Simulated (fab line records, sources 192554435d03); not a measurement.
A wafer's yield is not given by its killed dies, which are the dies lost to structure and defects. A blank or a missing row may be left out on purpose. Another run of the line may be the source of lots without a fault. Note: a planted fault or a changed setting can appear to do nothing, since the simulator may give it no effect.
Struck lot and sound lot, side by side    flow n5-finfet    26 out of 1938 route steps
Sound: these wafers, L966.2, L966.4, L966.5. Struck: wafer L960.4 (left out: L960.5, a lot-mate that was not struck); the cause follows at the end.
Each step with rows lists, per side, the tool, then ch with its chambers, then its first start. Under that, the readings that differ: sound wafers    struck wafers    difference of the means    sigmas: that difference in standard deviations of wafers without a fault.
alike: readings with means less than 2 such deviations apart, plus words and numbers identical on both sides. not compared: withheld readings, readings lacking a value on some wafer, bounds such as >300 that could conceal the same value, and numbers that have no deviation in the record and whose values overlap.
Wherever a step has rows on one side only, a row that says differs or no value, or a row with sigmas, the two part there. Non-overlapping numbers with no deviation appear without sigmas and do not part them. A reading that every wafer of one side lacks parts them only if that side has two wafers or more.

first, 9 steps without rows for these wafers: N5_BEOL_M0_SAQP_EXPOSE_11 (exposes mask M0 CORE, target cd 42 nm); N5_BEOL_M0_SAQP_PEB_12 (peb time 60 s); N5_BEOL_M0_SAQP_DEVELOP_13 (develop time 30 s); N5_BEOL_M0_SAQP_DESCUM_19 (chemistry O2, time 7.9 s); N5_BEOL_M0_SAQP_ETCH_83 (etches SiARC in CF4, target depth 39 nm, time 65 s); N5_BEOL_M0_SAQP_ETCH_84 (etches SOC in N2/H2, target depth 100 nm, overetch 20 nm, time 150 s); N5_BEOL_M0_SAQP_STRIP_80 (strips in N2/H2); N5_BEOL_M0_SAQP_HM_OPEN_112 (chemistry CHF3/O2, target SiO2, stops on a-Si, target depth 12 nm, time 13.5 s); N5_BEOL_M0_SAQP_STRIP_113 (strips in CHF3/O2).
N5_BEOL_M0_SAQP_MANDREL_ETCH_20: etches a-Si in HBr/Cl2, stops on SiNx, target depth 60 nm, bt time 10 s, time 30 s.
  sound on rie-si-05 ch 1,2, day 10 06:49; struck on rie-si-03 ch 3, day 8 12:25
reading                                          sound              struck  difference  sigmas
HBr_flow_sccm (sccm)                             150.2 150.3 150.4  149.0   -1.3        -3
model.SOC_of_BEOL_M0_SAQP_COAT_81.thk-nm (nm)    76.6 76 76.2       63.4    -12.9       
model.SiNx_of_BEOL_M0_SAQP_PECVD_97.thk-nm (nm)  18.4 18.4 18.8     10.6    -7.9        
  alike: bias-w, drypump-motor-current-A, oes-product-au, throttle-valve-pct
  not compared: rf-hours-counter-h
then, 12 steps without rows for these wafers: N5_BEOL_M0_SAQP_STRIP_86 (strips in N2/H2); N5_BEOL_M0_SAQP_STRIP_115 (strips in post etch residue remover, time 60 s); N5_BEOL_M0_SAQP_SRD_93 (time 30 s); N5_BEOL_M0_SAQP_RECESS_114 (chemistry HF/NH3, target SiO2, target depth 14.4 nm, afs cycles 3, sublimation time 60 s); N5_BEOL_M0_SAQP_SPACER1_ALD_98 (deposits SiO2, target thk 12.8 nm, pulse time 1 s, purge time 2 s); N5_BEOL_M0_SAQP_SPACER1_ETCHBACK_99 (etches SiO2 in CHF3/O2, target depth 15.4 nm, time 7.7 s); N5_BEOL_M0_SAQP_MANDREL1_REMOVE_100 (chemistry HBr/Cl2/O2, target a-Si, stops on SiNx, bt time 10 s); N5_BEOL_M0_SAQP_ETCH_101 (etches SiNx in CH3F/O2, target depth 29.9 nm, time 42.7 s); N5_BEOL_M0_SAQP_ETCH_102 (etches SiO2 in CF4, target depth 4 nm, time 4.4 s); N5_BEOL_M0_SAQP_MANDREL_ETCH_103 (etches a-Si in HBr/Cl2, stops on SiCN, target depth 45 nm, bt time 10 s, time 27 s); N5_BEOL_M0_SAQP_RECESS_104 (chemistry HF/NH3, target SiO2, target depth 18 nm, afs cycles 3, sublimation time 60 s); N5_BEOL_M0_SAQP_COAT_105 (time 60 s, resist thk 100 nm).
N5_BEOL_M0_SAQP_ETCH_106: etches SOC in N2/H2, stops on SiNx, target depth 150 nm.
  sound on rie-diel-01 ch 0,1, day 10 08:50; struck on rie-diel-01 ch 1, day 8 15:23
reading                                          sound              struck  difference  sigmas
rf-vpp-V (V)                                     241.5 238.2 238.8  242.6   +3.1        +3
model.SiNx_of_BEOL_M0_SAQP_PECVD_97.thk-nm (nm)  15.4 15.4 15.8     7.8     -7.7        
  alike: bias-w, drypump-motor-current-A, n2-flow-sccm, oes-product-au, showerhead-plenum-p-Torr, throttle-valve-pct
  not compared: rf-hours-counter-h
then, 1 step without rows for these wafers: N5_BEOL_M0_SAQP_ETCH_107 (etches SiNx in CH3F/O2, target depth 30 nm).
-- here the record skips 4 days between the struck wafers' starts before and after, leaving off in module BEOL_M0_SAQP and picking up in module BEOL_M4 (first step shown: number 1111 of the route) --
N5_BEOL_M4_RC_MEAS_101:
  sound on prober-02 ch 0, day 13 20:47; struck on prober-01 ch 0, day 12 07:17
  alike: DIBL_N, DIBL_P, IOFF_N, IOFF_P, ION_N, ION_P, SS_N, SS_P, VT_N, VT_P
-- the record jumps here: 5 days lie between the struck wafers' starts before and after (it left off in module BEOL_M4 and takes up again in module PASSIVATION, whose first step shown is number 1936 of the route) --
N5_PASSIVATION_PROBE_49:
  record: rows for the struck wafers here (prober-01, day 17 06:43), none for the sound ones

WHERE THEY PART
First at N5_BEOL_M0_SAQP_MANDREL_ETCH_20; last, within this record, at N5_PASSIVATION_PROBE_49.

WHY: what the simulator had put in
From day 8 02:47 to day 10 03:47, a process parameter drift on rie-si-03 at N5_BEOL_M0_SAQP_MANDREL_ETCH_20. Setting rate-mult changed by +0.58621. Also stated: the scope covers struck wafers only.
